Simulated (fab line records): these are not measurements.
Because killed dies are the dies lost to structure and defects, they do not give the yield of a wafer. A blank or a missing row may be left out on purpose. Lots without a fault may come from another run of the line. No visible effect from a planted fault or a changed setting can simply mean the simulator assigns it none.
Chamber matching / flow n5-finfet / N5_BEOL_M2_PRE_CLEAN_60 on cvd-co-02 has 3 sister chambers
The step time 15 s. 24 wafers are shown with their chamber, then 12 later ones without.

== WAFERS WITH THEIR CHAMBER ==
wafer=L074.1; chamber=1; heater-power-outer-w (W)=17; heater-power-w (W)=77; rf-fwd-power-W (W)=298.7
wafer=L074.5; chamber=0; heater-power-outer-w (W)=10; heater-power-w (W)=66; rf-fwd-power-W (W)=295.1
wafer=L074.6; chamber=1; heater-power-outer-w (W)=18; heater-power-w (W)=75; rf-fwd-power-W (W)=297.8
wafer=L077.1; chamber=0; heater-power-outer-w (W)=10; heater-power-w (W)=67; rf-fwd-power-W (W)=294.4
wafer=L077.4; chamber=1; heater-power-outer-w (W)=18; heater-power-w (W)=76; rf-fwd-power-W (W)=298.1
wafer=L077.5; chamber=2; heater-power-outer-w (W)=12; heater-power-w (W)=73; rf-fwd-power-W (W)=297.3
wafer=L078.1; chamber=0; heater-power-outer-w (W)=10; heater-power-w (W)=68; rf-fwd-power-W (W)=294.6
wafer=L078.3; chamber=1; heater-power-outer-w (W)=17; heater-power-w (W)=76; rf-fwd-power-W (W)=298.8
wafer=L078.5; chamber=0; heater-power-outer-w (W)=10; heater-power-w (W)=67; rf-fwd-power-W (W)=294.7
wafer=L079.2; chamber=2; heater-power-outer-w (W)=12; heater-power-w (W)=73; rf-fwd-power-W (W)=298.9
wafer=L079.3; chamber=1; heater-power-outer-w (W)=18; heater-power-w (W)=75; rf-fwd-power-W (W)=297.1
wafer=L079.6; chamber=2; heater-power-outer-w (W)=12; heater-power-w (W)=70; rf-fwd-power-W (W)=298.4
wafer=L080.3; chamber=0; heater-power-outer-w (W)=10; heater-power-w (W)=64; rf-fwd-power-W (W)=295.4
wafer=L080.5; chamber=2; heater-power-outer-w (W)=13; heater-power-w (W)=75; rf-fwd-power-W (W)=297.2
wafer=L080.6; chamber=1; heater-power-outer-w (W)=18; heater-power-w (W)=78; rf-fwd-power-W (W)=298.6
wafer=L083.1; chamber=1; heater-power-outer-w (W)=18; heater-power-w (W)=77; rf-fwd-power-W (W)=296.8
wafer=L083.2; chamber=2; heater-power-outer-w (W)=12; heater-power-w (W)=73; rf-fwd-power-W (W)=297.4
wafer=L083.3; chamber=0; heater-power-outer-w (W)=10; heater-power-w (W)=65; rf-fwd-power-W (W)=293.6
wafer=L084.2; chamber=2; heater-power-outer-w (W)=13; heater-power-w (W)=73; rf-fwd-power-W (W)=299.4
wafer=L084.4; chamber=1; heater-power-outer-w (W)=17; heater-power-w (W)=77; rf-fwd-power-W (W)=298.1
wafer=L084.5; chamber=0; heater-power-outer-w (W)=11; heater-power-w (W)=66; rf-fwd-power-W (W)=292.6
wafer=L085.1; chamber=2; heater-power-outer-w (W)=13; heater-power-w (W)=72; rf-fwd-power-W (W)=299.7
wafer=L085.3; chamber=1; heater-power-outer-w (W)=18; heater-power-w (W)=76; rf-fwd-power-W (W)=297.0
wafer=L085.6; chamber=0; heater-power-outer-w (W)=11; heater-power-w (W)=69; rf-fwd-power-W (W)=294.5

SIGNATURES (averages over the wafers above)
reading=heater-power-outer-w; chamber 0=10.25; chamber 1=17.67; chamber 2=12.43; scatter within a chamber=0.498
reading=heater-power-w; chamber 0=66.50; chamber 1=76.33; chamber 2=72.71; scatter within a chamber=1.37
reading=rf-fwd-power-W; chamber 0=294.363; chamber 1=297.889; chamber 2=298.329; scatter within a chamber=0.893
Rule: a wafer lies at a distance from a chamber equal to the root of the sum of squares, over the readings, of (its reading less the chamber's mean, divided by the reading's scatter). If the next closest chamber is less than 2 further off than the closest, the wafer can't be placed; otherwise it belongs to the closest. The scatter: take each reading less its chamber's mean, square it, sum over the shown wafers, divide by the number of wafers less the number of chambers, and take the root.

== WAFERS WITHOUT THEIR CHAMBER ==
wafer=L086.1; heater-power-outer-w (W)=11; heater-power-w (W)=68; rf-fwd-power-W (W)=293.9
wafer=L086.3; heater-power-outer-w (W)=12; heater-power-w (W)=75; rf-fwd-power-W (W)=296.5
wafer=L086.4; heater-power-outer-w (W)=11; heater-power-w (W)=67; rf-fwd-power-W (W)=293.7
wafer=L088.3; heater-power-outer-w (W)=18; heater-power-w (W)=75; rf-fwd-power-W (W)=296.6
wafer=L088.4; heater-power-outer-w (W)=11; heater-power-w (W)=68; rf-fwd-power-W (W)=293.7
wafer=L088.5; heater-power-outer-w (W)=13; heater-power-w (W)=74; rf-fwd-power-W (W)=297.3
wafer=L090.2; heater-power-outer-w (W)=11; heater-power-w (W)=66; rf-fwd-power-W (W)=295.6
wafer=L090.5; heater-power-outer-w (W)=18; heater-power-w (W)=76; rf-fwd-power-W (W)=298.0
wafer=L090.6; heater-power-outer-w (W)=11; heater-power-w (W)=68; rf-fwd-power-W (W)=294.2
wafer=L097.1; heater-power-outer-w (W)=13; heater-power-w (W)=74; rf-fwd-power-W (W)=298.5
wafer=L097.3; heater-power-outer-w (W)=11; heater-power-w (W)=66; rf-fwd-power-W (W)=294.8
wafer=L097.6; heater-power-outer-w (W)=18; heater-power-w (W)=78; rf-fwd-power-W (W)=297.4

== WHICH CHAMBER EACH WENT THROUGH ==
wafer=L086.1; from the rows above=0; in truth=0
wafer=L086.3; from the rows above=2; in truth=2
wafer=L086.4; from the rows above=0; in truth=0
wafer=L088.3; from the rows above=1; in truth=1
wafer=L088.4; from the rows above=0; in truth=0
wafer=L088.5; from the rows above=2; in truth=2
wafer=L090.2; from the rows above=0; in truth=0
wafer=L090.5; from the rows above=1; in truth=1
wafer=L090.6; from the rows above=0; in truth=0
wafer=L097.1; from the rows above=2; in truth=2
wafer=L097.3; from the rows above=0; in truth=0
wafer=L097.6; from the rows above=1; in truth=1
Correct placement for 12 of the 12. From these rows, 0 cannot be placed. Placed wrongly: 0.
